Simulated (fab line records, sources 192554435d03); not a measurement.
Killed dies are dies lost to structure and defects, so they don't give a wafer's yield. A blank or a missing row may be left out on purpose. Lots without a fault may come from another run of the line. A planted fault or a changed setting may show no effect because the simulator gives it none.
fab line records | flow n5_finfet
record lots=7 wafers=21
route steps=1938 shown BEOL_M11@1546 BEOL_M12@1649 BEOL_M13@1710 BEOL_M14@1722 BEOL_M15@1801
start_h: hours from the record's first day to the start of the lot's first wafer shown | wait_h: hours since the lot's step before | " the same as in the row above | L1.1+2: a row that stands for several wafers | - no value, or no start given | * or withheld: withheld | < > ~ a bound
route shown NAME@n: a module of which the file shows steps, and the number in the route of the first | usual: mean/standard deviation of fault-free wafers | same: alike in all rows | chamber/n: place in a boat | sites: the reading at each site | _std_site: their standard deviation | _edge_site: outer sites' mean less inner sites' | radius_mm: how far each site lies from the wafer's centre | mask NAME#n: copy n | behind: the tool/chamber that last shaped the wafer | hold: why the lot was held/for how many hours/how that ended | device: the transistor (n, p or np) that didn't switch | end of line: the same wafers' tests at the end of the route | a step without rows: its recipe alone | killed: dies lost to structure and defects at the first sort, not the wafer's yield | map: a wafer's dies, x killed, . not, _ none there
set.NAME: the setting as run; set.NAME@STEP: as run at that earlier step | model.NAME: the simulator's own value behind a step, which no gauge read
lots whose settings were changed on purpose; a table a step, a row a wafer
## steps
# step N5_BEOL_M11_EXPOSE_08
# recipe mask_id=M11 na=1.35 source_shape=dipole sigma_inner=0.411 sigma_outer=0.611 polarization=te dose_mj=53.75
# columns lot.wafer tool chamber start_h wait_h mask set.dose_mj
L076.1+2 arfi_scanner-01 0 220.48 - M11#0 53.75
L076.5 " 0 " " M11#0 57.71
L074.2+3+6 arfi_scanner-03 0 220.65 - M11#0 53.75
L084.1 arfi_scanner-01 0 288.57 - M11#0 55.99
L084.3+6 " 0 " " M11#0 53.75
L083.2+3+5 arfi_scanner-03 0 288.90 - M11#0 53.75
L092.1+4 arfi_scanner-03 0 336.15 - M11#0 53.75
L092.6 " 0 " " M11#0 56.67
L095.1 arfi_scanner-02 0 360.27 - M11#0 53.75
L095.2+4 " 0 " " M11#0 50.74
L094.1+5 arfi_scanner-03 0 360.50 - M11#0 55.33
L094.3 " 0 " " M11#0 53.75
# step N5_BEOL_M11_PEB_09
# recipe peb_temp_c=withheld peb_time_s=60 resist=CAR-ArF
# step N5_BEOL_M11_DEVELOP_10
# recipe develop_time_s=30 developer=TMAH resist=CAR-ArF rinse_liquid=diw dry=air_spin dev_temp_c=23
# step N5_BEOL_M11_CD_MEAS_11
# recipe target_cd_nm=64.1 landing_energy_ev=500 detector=se_inlens polarity=opening
# usual cd_nm=64.3/0.53
# columns lot.wafer tool chamber start_h wait_h set.dose_mj@BEOL_M11_EXPOSE_08 cd_nm
L076.1 cd_sem-02 0 220.60 - 53.75 64.9
L076.2 " 0 " " 53.75 64.2
L076.5 " 0 " " 57.71 68.2
L074.2 cd_sem-03 0 220.77 - 53.75 64.6
L074.3 " 0 " " 53.75 64.5
L074.6 " 0 " " 53.75 64.5
L084.1 cd_sem-01 0 288.70 - 55.99 65.1
L084.3 " 0 " " 53.75 63.5
L084.6 " 0 " " 53.75 64.0
L083.2 cd_sem-01 0 289.02 - 53.75 63.1
L083.3 " 0 " " 53.75 63.8
L083.5 " 0 " " 53.75 63.4
L092.1 cd_sem-02 0 336.27 - 53.75 63.9
L092.4 " 0 " " 53.75 64.5
L092.6 " 0 " " 56.67 67.6
L095.1 cd_sem-03 0 360.40 - 53.75 64.4
L095.2 " 0 " " 50.74 62.0
L095.4 " 0 " " 50.74 62.1
L094.1 cd_sem-03 0 360.62 - 55.33 66.7
L094.3 " 0 " " 53.75 65.0
L094.5 " 0 " " 55.33 65.0
# step N5_BEOL_M11_DESCUM_16
# recipe chemistry=O2 time_s=7.9 source_power_w=50 bias_power_w=20 pressure_mtorr=20 rf_frequency_hz=2.712e+07 temp_c=40 resist=CAR-ArF o2_flow_sccm=225
# step N5_BEOL_M11_ETCH_61
# recipe chemistry=CF4 target=SiARC target_depth_a=390 mask_material=CAR-ArF time_s=65 ion_energy_ev=80 pressure_mtorr=40 source_w=545 bias_w=36 Ar_flow_sccm=100 cf4_flow_sccm=100 ends=cleared
# columns lot.wafer tool chamber start_h wait_h set.dose_mj@BEOL_M11_EXPOSE_08 model.BEOL_M11.cd_offset_nm
L076.1 rie_diel-05 1 221.02 0.0 53.75 1
L076.2 " 0 " " 53.75 0.2
L076.5 " 3 " " 57.71 4.4
L074.2+6 rie_diel-04 2,0 221.26 0.0 53.75 0.4
L074.3 " 3 " " 53.75 0.2
L084.1 rie_diel-02 2 288.82 0.0 55.99 1.2
L084.3 " 0 " " 53.75 -0.8
L084.6 " 2 " " 53.75 -0.4
L083.2 rie_diel-05 3 289.15 0.0 53.75 -1
L083.3+5 " 0,2 " " 53.75 -0.4
L092.1 rie_diel-02 0 336.40 0.0 53.75 0
L092.4 " 1 " " 53.75 0.8
L092.6 " 3 " " 56.67 3.6
L095.1 rie_diel-02 0 360.52 0.0 53.75 0.2
L095.2 " 3 " " 50.74 -2.6
L095.4 " 1 " " 50.74 -1.8
L094.1 rie_diel-05 2 360.75 0.0 55.33 2
L094.3 " 1 " " 53.75 1
L094.5 " 0 " " 55.33 1.2
# step N5_BEOL_M11_ETCH_62
# recipe chemistry=N2/H2 target=SOC target_depth_a=1100 overetch_a=220 mask_material=SiARC temp_c=40 time_s=165 ion_energy_ev=200 pressure_mtorr=30 source_w=840 bias_w=150 n2_flow_sccm=200 h2_flow_sccm=200
# columns lot.wafer tool chamber start_h wait_h set.dose_mj@BEOL_M11_EXPOSE_08 model.BEOL_M11.cd_offset_nm
L076.1 rie_diel-05 1 221.07 0.0 53.75 1.4
L076.2 " 0 " " 53.75 0.2
L076.5 " 3 " " 57.71 4.2
L074.2+6 rie_diel-04 2,0 221.31 0.0 53.75 0.2
L074.3 " 3 " " 53.75 0.6
L084.1 rie_diel-02 2 288.87 0.0 55.99 0.8
L084.3 " 0 " " 53.75 -0.8
L084.6 " 2 " " 53.75 -0.4
L083.2 rie_diel-05 3 289.20 0.0 53.75 -1
L083.3 " 0 " " 53.75 -0.4
L083.5 " 2 " " 53.75 -0.8
L092.1 rie_diel-02 0 336.45 0.0 53.75 0
L092.4 " 1 " " 53.75 0.8
L092.6 " 3 " " 56.67 3.4
L095.1 rie_diel-02 0 360.57 0.0 53.75 0.4
L095.2 " 3 " " 50.74 -3
L095.4 " 1 " " 50.74 -1.6
L094.1 rie_diel-05 2 360.80 0.0 55.33 1.6
L094.3 " 1 " " 53.75 0.8
L094.5 " 0 " " 55.33 1.2
# step N5_BEOL_M11_STRIP_68
# recipe chemistry=N2/H2 temp_c=40 n2_flow_sccm=200 h2_flow_sccm=200 rf_frequency_hz=6e+07
# step N5_BEOL_M11_STRIP_67
# recipe chemistry=CF4 resist=SiARC power_w=300 bias_power_w=75 pressure_mtorr=50 cf4_flow_sccm=150 rf_frequency_hz=6e+07
# step N5_BEOL_M11_HM_OPEN_17
# recipe chemistry=Cl2/BCl3 target_depth_a=200 overetch_a=60 target=TiN mask_material=SOC ion_energy_ev=150 pressure_mtorr=10 icp_w=1000 bias_w=126 Cl2_flow_sccm=53.25 bcl3_flow_sccm=21.75 Ar_flow_sccm=25
# columns lot.wafer tool chamber start_h wait_h set.dose_mj@BEOL_M11_EXPOSE_08 model.BEOL_M11.cd_offset_nm
L076.1 rie_metal-01 0 221.30 0.1 53.75 1.6
L076.2 " 0 " " 53.75 0.4
L076.5 " 0 " " 57.71 4.4
L074.2 rie_metal-03 1 221.50 0.0 53.75 0.4
L074.3 " 1 " " 53.75 0.6
L074.6 " 1 " " 53.75 0.2
L084.1 rie_metal-03 1 289.06 0.0 55.99 0.8
L084.3 " 1 " " 53.75 -0.8
L084.6 " 1 " " 53.75 -0.4
L083.2+5 rie_metal-02 1,0 289.38 0.0 53.75 -1
L083.3 " 0 " " 53.75 -0.4
L092.1 rie_metal-02 1 336.63 0.0 53.75 0
L092.4 " 0 " " 53.75 0.6
L092.6 " 0 " " 56.67 3.2
L095.1 rie_metal-03 1 360.76 0.0 53.75 0.4
L095.2 " 0 " " 50.74 -3.2
L095.4 " 1 " " 50.74 -1.6
L094.1 rie_metal-02 0 360.99 0.0 55.33 1.6
L094.3 " 0 " " 53.75 0.6
L094.5 " 0 " " 55.33 1.2
# step N5_BEOL_M11_STRIP_19
# recipe chemistry=O2 power_w=400 temp_c=40 pressure_mtorr=30 rf_frequency_hz=6e+07 bias_power_w=0 overash_fraction=0.2 o2_flow_sccm=225
# step N5_BEOL_M11_CD_MEAS_18
# recipe pitch_nm=140 target_cd_nm=70
# usual cd_nm=70.2/0.55
# columns lot.wafer tool chamber start_h wait_h set.dose_mj@BEOL_M11_EXPOSE_08 cd_nm
L076.1 cd_sem-03 - 221.63 0.0 53.75 71.4
L076.2 " - " " 53.75 70.5
L076.5 " - " " 57.71 74.2
L074.2 cd_sem-01 - 221.68 0.1 53.75 70.2
L074.3 " - " " 53.75 70.9
L074.6 " - " " 53.75 70.2
L084.1 cd_sem-03 - 289.33 0.0 55.99 71.1
L084.3 " - " " 53.75 68.8
L084.6 " - " " 53.75 69.8
L083.2 cd_sem-01 - 289.57 0.1 53.75 69.4
L083.3 " - " " 53.75 69.3
L083.5 " - " " 53.75 69.3
L092.1 cd_sem-02 - 336.84 0.0 53.75 70.3
L092.4 " - " " 53.75 70.8
L092.6 " - " " 56.67 73.2
L095.1 cd_sem-01 - 360.97 0.0 53.75 70.3
L095.2 " - " " 50.74 66.7
L095.4 " - " " 50.74 68.8
L094.1 cd_sem-02 - 361.17 0.0 55.33 71.3
L094.3 " - " " 53.75 70.6
L094.5 " - " " 55.33 70.8
# step N5_BEOL_M11_EXPOSE_25
# recipe mask_id=V10 na=1.35 source_shape=annular sigma_inner=0.5 sigma_outer=0.8 polarization=unpolarized dose_mj=85.5
# columns lot.wafer tool chamber start_h wait_h mask set.dose_mj
L076.1+2+5 arfi_scanner-01 0 221.93 - V10#0 85.5
L074.2+6 arfi_scanner-03 0 222.22 - V10#0 85.5
L074.3 " 0 " " V10#0 87.69
L084.1+3+6 arfi_scanner-03 0 289.53 - V10#0 85.5
L083.2+3+5 arfi_scanner-02 0 289.85 - V10#0 85.5
L092.1+4+6 arfi_scanner-03 0 340.76 - V10#0 85.5
L094.1+3+5 arfi_scanner-03 0 362.08 - V10#0 85.5
L095.1+4 arfi_scanner-02 0 362.25 - V10#0 85.5
L095.2 " 0 " " V10#0 83.58
# step N5_BEOL_M11_PEB_26
# recipe peb_temp_c=withheld peb_time_s=60 resist=CAR-ArF
# step N5_BEOL_M11_DEVELOP_27
# recipe develop_time_s=30 developer=TMAH resist=CAR-ArF rinse_liquid=diw dry=air_spin dev_temp_c=23
# step N5_BEOL_M11_PRECLEAN_42
# recipe chemistry=residue_remover time_s=60 temp_c=40
# step N5_BEOL_M11_SRD_43
# recipe time_s=30 temp_c=23 rinse_liquid=diw dry=ipa_marangoni
# step N5_BEOL_M11_CD_MEAS_35
# recipe target_cd_nm=70 polarity=opening
# usual cd_nm=70.2/0.61
# columns lot.wafer tool chamber start_h wait_h set.dose_mj@BEOL_M11_EXPOSE_08 cd_nm
L076.1 cd_sem-02 - 222.80 0.0 53.75 71.6
L076.2 " - " " 53.75 70.4
L076.5 " - " " 57.71 74.1
L074.2 cd_sem-03 - 223.08 0.0 53.75 70.1
L074.3 " - " " 53.75 70.7
L074.6 " - " " 53.75 69.7
L084.1 cd_sem-01 - 290.40 0.0 55.99 70.9
L084.3 " - " " 53.75 69.1
L084.6 " - " " 53.75 69.7
L083.2 cd_sem-03 - 290.72 0.0 53.75 69.1
L083.3 " - " " 53.75 69.5
L083.5 " - " " 53.75 69.1
L092.1 cd_sem-03 - 341.63 0.0 53.75 69.7
L092.4 " - " " 53.75 70.2
L092.6 " - " " 56.67 72.9
L094.1 cd_sem-02 - 362.95 0.0 55.33 71.1
L094.3 " - " " 53.75 70.8
L094.5 " - " " 55.33 71.1
L095.1 cd_sem-01 - 363.42 0.0 53.75 70.6
L095.2 " - " " 50.74 67.0
L095.4 " - " " 50.74 68.4
# step N5_BEOL_M12_SPUTTER_44
# recipe material=Ta target_thk_a=100 temp_c=50 bias_v=80 power_w=15000 chamber_pressure_pa=0.07 time_s=16.13
# columns lot.wafer tool chamber start_h wait_h set.time_s model.Ta_of_BEOL_M12_SPUTTER_44.thk_nm
L076.1+5 pvd_sputter-01 - 230.38 0.0 16.13 9.8
L076.2 " - " " 16.13 10
L074.2 pvd_sputter-01 - 232.54 0.0 17.09 10.6
L074.3+6 " - " " 16.13 10.2
L084.1+6 pvd_sputter-03 - 296.26 0.0 16.13 10
L084.3 " - " " 16.13 9.8
L083.2 pvd_sputter-01 - 298.22 0.0 16.13 10.2
L083.3+5 " - " " 16.13 10
L092.1 pvd_sputter-01 - 348.97 0.0 16.13 10
L092.4 " - " " 16.13 10.2
L092.6 " - " " 16.92 10.6
L094.1 pvd_sputter-01 - 369.92 0.0 15.15 9.4
L094.3 " - " " 16.13 9.8
L094.5 " - " " 16.13 10
L095.1 pvd_sputter-02 - 374.03 0.0 13.92 8.8
L095.2+4 " - " " 16.13 10.2
# step N5_BEOL_M13_CMP_49
# recipe stop_on=SiOC t_overpolish_s=17.1 down_force_psi=1 platen_rpm=50 clearing_platen_down_force_psi=1.5 clearing_platen_rpm=50 post_cmp_clean=cu_alkaline target_thk_nm=420 clearing_platen_pad_velocity_m_s=0.99484 pad_velocity_m_s=0.99484
# usual barrier_field_endpoint_s=30.5/0.81
# columns lot.wafer tool chamber start_h wait_h set.down_force_psi barrier_field_endpoint_s
L076.2 cmp-03 1 236.48 0.2 1 31.1
L076.1 " 0 " " 0.8535 38.0
L076.5 " 2 " " 0.8535 37.9
L074.3 cmp-01 0 240.29 0.2 1.215 25.3
L074.2 " 3 " " 1 29.8
L074.6 " 0 " " 1.215 24.8
L084.1 cmp-01 1 301.61 0.3 1 31.4
L084.3 " 2 " " 1 30.8
L084.6 " 0 " " 1 30.7
L083.2 cmp-02 3 304.62 0.3 1 30.0
L083.3 " 0 " " 1 30.5
L083.5 " 2 " " 1 30.4
L092.4 cmp-01 3 354.63 0.2 1 30.1
L092.1 " 0 " " 0.8771 35.1
L092.6 " 2 " " 1 29.5
L094.1 cmp-02 0 377.45 0.5 1 29.8
L094.3 " 2 " " 1 29.6
L094.5 " 0 " " 0.8021 37.2
L095.1 cmp-02 1 380.15 0.3 1.125 27.1
L095.2 " 2 " " 1 29.9
L095.4 " 3 " " 1 30.5
# step N5_BEOL_M14_EXPOSE_07
# recipe mask_id=V13 na=0.8 source_shape=annular sigma_inner=0.5 sigma_outer=0.8 polarization=unpolarized attpsm_phase_deg=180 dose_mj=57
# columns lot.wafer tool chamber start_h wait_h mask set.dose_mj
L076.1+5 krf_scanner-01 0 237.29 - V13#0 57
L076.2 " 0 " " V13#0 55.9
L074.2+3 krf_scanner-02 0 241.30 - V13#0 57
L074.6 " 0 " " V13#0 60.64
L084.1+3+6 krf_scanner-01 0 302.50 - V13#0 57
L083.2+3+5 krf_scanner-01 0 305.40 - V13#0 57
L092.1+6 krf_scanner-01 0 355.40 - V13#0 61.17
L092.4 " 0 " " V13#0 57
L094.1+3+5 krf_scanner-01 0 378.34 - V13#0 57
L095.1+4 krf_scanner-01 0 380.92 - V13#0 58.27
L095.2 " 0 " " V13#0 57
# step N5_BEOL_M14_PEB_08
# recipe peb_temp_c=130 peb_time_s=90
# step N5_BEOL_M14_DEVELOP_09
# recipe develop_time_s=45 rinse_liquid=diw dry=air_spin dev_temp_c=21
# step N5_BEOL_M14_HARDBAKE_14
# recipe temp_c=130 time_s=120
# step N5_BEOL_M14_CD_MEAS_10
# recipe target_cd_nm=250 landing_energy_ev=500 detector=se_inlens polarity=opening
# usual cd_nm=250.0/1.6
# columns lot.wafer tool chamber start_h wait_h set.dose_mj@BEOL_M14_EXPOSE_07 cd_nm
L076.1 cd_sem-01 0 237.46 - 57 250.4
L076.2 " 0 " " 55.9 247.4
L076.5 " 0 " " 57 250.9
L074.2 cd_sem-02 0 241.47 - 57 251.8
L074.3 " 0 " " 57 251.3
L074.6 " 0 " " 60.64 258.6
L084.1 cd_sem-03 0 302.68 - 57 251.2
L084.3 " 0 " " 57 248.7
L084.6 " 0 " " 57 250.5
L083.2 cd_sem-03 0 305.57 - 57 250.4
L083.3 " 0 " " 57 248.8
L083.5 " 0 " " 57 252.4
L092.1 cd_sem-03 0 355.58 - 61.17 260.1
L092.4 " 0 " " 57 249.9
L092.6 " 0 " " 61.17 263.4
L094.1 cd_sem-01 0 378.51 - 57 249.2
L094.3 " 0 " " 57 246.1
L094.5 " 0 " " 57 249.5
L095.1 cd_sem-03 0 381.10 - 58.27 254.5
L095.2 " 0 " " 57 247.6
L095.4 " 0 " " 58.27 254.3
# step N5_BEOL_M14_STRIP_71
# recipe chemistry=post_etch_residue_remover time_s=60 temp_c=25 remover_ph=withheld remover_water_wt_pct=withheld remover_fluoride_wt_pct=withheld
# step N5_BEOL_M14_SRD_72
# recipe time_s=30 temp_c=23 rinse_liquid=diw dry=n2_spin spin_rpm=1500 dry_time_s=30
# step N5_BEOL_M14_CD_MEAS_17
# recipe target_cd_nm=250 polarity=opening
# usual cd_nm=251.1/1.9
# columns lot.wafer tool chamber start_h wait_h set.dose_mj@BEOL_M14_EXPOSE_07 cd_nm
L076.1 cd_sem-01 - 238.05 0.0 57 251.5
L076.2 " - " " 55.9 249.7
L076.5 " - " " 57 252.0
L074.2 cd_sem-02 - 242.19 0.0 57 253.2
L074.3 " - " " 57 253.2
L074.6 " - " " 60.64 261.1
L084.1 cd_sem-02 - 303.47 0.0 57 251.9
L084.3 " - " " 57 250.0
L084.6 " - " " 57 252.3
L083.2 cd_sem-03 - 306.09 0.0 57 251.9
L083.3 " - " " 57 252.1
L083.5 " - " " 57 256.4
L092.1 cd_sem-02 - 356.10 0.0 61.17 261.8
L092.4 " - " " 57 249.6
L092.6 " - " " 61.17 264.0
L094.1 cd_sem-01 - 379.04 0.0 57 251.6
L094.3 " - " " 57 246.6
L094.5 " - " " 57 252.5
L095.1 cd_sem-02 - 381.62 0.0 58.27 255.4
L095.2 " - " " 57 248.0
L095.4 " - " " 58.27 254.9
# step N5_BEOL_M14_SPUTTER_44
# recipe material=Ta target_thk_a=150 temp_c=50 bias_v=80 power_w=15000 chamber_pressure_pa=0.07 time_s=24.19
# columns lot.wafer tool chamber start_h wait_h set.time_s model.Ta_of_BEOL_M14_SPUTTER_44.thk_nm
L076.1 pvd_sputter-02 - 243.07 0.0 24.19 14.8
L076.2+5 " - " " 22.39 13.8
L074.2+6 pvd_sputter-01 - 246.50 0.0 24.19 15.2
L074.3 " - " " 24.19 15
L084.1+6 pvd_sputter-02 - 307.95 0.0 24.19 14.8
L084.3 " - " " 24.19 15
L083.2+3+5 pvd_sputter-02 - 308.84 0.0 24.19 15
L092.1+4+6 pvd_sputter-02 - 361.03 0.0 24.19 14.8
L094.1 pvd_sputter-01 - 383.09 0.0 24.19 14.6
L094.3+5 " - " " 25.29 15.4
L095.1 pvd_sputter-03 - 383.66 0.0 24.19 15
L095.2 " - " " 24.19 15.2
L095.4 " - " " 21.5 13.2
# step N5_BEOL_M15_PEB_26
# recipe peb_temp_c=130 peb_time_s=90
# columns lot.wafer tool chamber start_h wait_h set.peb_temp_c
L076.1+2 litho_track-02 0 246.38 0.1 126.8
L076.5 " 0 " " 130
L074.2+3 litho_track-04 0 249.70 0.0 130
L074.6 " 0 " " 132.1
L084.1+3+6 litho_track-01 0 311.27 0.1 130
L083.2+3+5 litho_track-01 0 312.36 0.0 130
L092.1+4+6 litho_track-04 0 364.89 0.1 130
L094.1+3 litho_track-02 0 386.44 0.1 130
L094.5 " 0 " " 129
L095.1+2 litho_track-01 0 387.27 0.1 130
L095.4 " 0 " " 126.5
# step N5_BEOL_M15_DEVELOP_27
# recipe develop_time_s=45 rinse_liquid=diw dry=air_spin dev_temp_c=21
# step N5_BEOL_M15_HARDBAKE_32
# recipe temp_c=130 time_s=120
# step N5_BEOL_M15_CD_MEAS_28
# recipe target_cd_nm=407.6 landing_energy_ev=500 detector=se_inlens
# usual cd_nm=407.5/2.1
# columns lot.wafer tool chamber start_h wait_h set.peb_temp_c@BEOL_M15_PEB_26 cd_nm
L076.1 cd_sem-02 0 246.50 - 126.8 393.9
L076.2 " 0 " " 126.8 393.5
L076.5 " 0 " " 130 412.6
L074.2 cd_sem-01 0 249.82 - 130 407.7
L074.3 " 0 " " 130 409.7
L074.6 " 0 " " 132.1 415.7
L084.1 cd_sem-01 0 311.38 - 130 405.7
L084.3 " 0 " " 130 408.4
L084.6 " 0 " " 130 407.7
L083.2 cd_sem-03 0 312.47 - 130 407.2
L083.3 " 0 " " 130 408.7
L083.5 " 0 " " 130 406.1
L092.1 cd_sem-01 0 365.01 - 130 408.6
L092.4 " 0 " " 130 406.7
L092.6 " 0 " " 130 404.5
L094.1 cd_sem-03 0 386.56 - 130 408.5
L094.3 " 0 " " 130 406.0
L094.5 " 0 " " 129 401.9
L095.1 cd_sem-02 0 387.39 - 130 406.2
L095.2 " 0 " " 130 407.7
L095.4 " 0 " " 126.5 388.7
# step N5_BEOL_M15_DESCUM_33
# recipe chemistry=O2 time_s=7.9 source_power_w=50 bias_power_w=20 pressure_mtorr=20 rf_frequency_hz=2.712e+07 temp_c=40 o2_flow_sccm=225
# columns lot.wafer tool chamber start_h wait_h set.peb_temp_c@BEOL_M15_PEB_26 model.BEOL_M15.cd_nm
L076.1 rie_diel-05 1 246.73 0.2 126.8 394
L076.2 " 3 " " 126.8 393.8
L076.5 " 2 " " 130 413
L074.2 rie_diel-05 1 249.91 0.0 130 407.6
L074.3 " 3 " " 130 409.4
L074.6 " 2 " " 132.1 415.8
L084.1 rie_diel-04 3 311.47 0.0 130 405.4
L084.3 " 1 " " 130 408
L084.6 " 3 " " 130 407.6
L083.2 rie_diel-04 0 312.56 0.0 130 407.4
L083.3 " 1 " " 130 408.6
L083.5 " 0 " " 130 406.2
L092.1 rie_diel-05 2 365.57 0.5 130 408.4
L092.4 " 2 " " 130 407
L092.6 " 0 " " 130 404.4
L094.1 rie_diel-04 2 386.65 0.0 130 408.2
L094.3 " 3 " " 130 406
L094.5 " 2 " " 129 401.8
L095.1 rie_diel-04 1 387.48 0.0 130 405.8
L095.2 " 2 " " 130 407.4
L095.4 " 3 " " 126.5 388.6
## key
split step=N5_BEOL_M11_EXPOSE_08 setting=dose_mj stated=53.75 by=wafer
response step=N5_BEOL_M11_CD_MEAS_11 reading=cd_nm change=+0.471 per=1% r=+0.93
response step=N5_BEOL_M11_ETCH_61 reading=model.BEOL_M11.cd_offset_nm change=+0.482 per=1% r=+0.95
response step=N5_BEOL_M11_ETCH_62 reading=model.BEOL_M11.cd_offset_nm change=+0.454 per=1% r=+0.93
response step=N5_BEOL_M11_HM_OPEN_17 reading=model.BEOL_M11.cd_offset_nm change=+0.458 per=1% r=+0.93
response step=N5_BEOL_M11_CD_MEAS_18 reading=cd_nm change=+0.432 per=1% r=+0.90
response step=N5_BEOL_M11_CD_MEAS_35 reading=cd_nm change=+0.447 per=1% r=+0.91
split step=N5_BEOL_M11_EXPOSE_25 setting=dose_mj stated=85.5 by=wafer
response none clear
split step=N5_BEOL_M12_SPUTTER_44 setting=time_s stated=16.13 by=wafer
response step=N5_BEOL_M12_SPUTTER_44 reading=model.Ta_of_BEOL_M12_SPUTTER_44.thk_nm change=+0.0952 per=1% r=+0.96
split step=N5_BEOL_M13_CMP_49 setting=down_force_psi stated=1 by=wafer
response step=N5_BEOL_M13_CMP_49 reading=barrier_field_endpoint_s change=-0.329 per=1% r=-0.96
split step=N5_BEOL_M14_EXPOSE_07 setting=dose_mj stated=57 by=wafer
response step=N5_BEOL_M14_CD_MEAS_10 reading=cd_nm change=+1.49 per=1% r=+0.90
response step=N5_BEOL_M14_CD_MEAS_17 reading=cd_nm change=+1.62 per=1% r=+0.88
split step=N5_BEOL_M14_SPUTTER_44 setting=time_s stated=24.19 by=wafer
response step=N5_BEOL_M14_SPUTTER_44 reading=model.Ta_of_BEOL_M14_SPUTTER_44.thk_nm change=+0.161 per=1% r=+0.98
split step=N5_BEOL_M15_PEB_26 setting=peb_temp_c stated=130 by=wafer
response step=N5_BEOL_M15_CD_MEAS_28 reading=cd_nm change=+6.73 per=1% r=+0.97
response step=N5_BEOL_M15_DESCUM_33 reading=model.BEOL_M15.cd_nm change=+6.74 per=1% r=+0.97
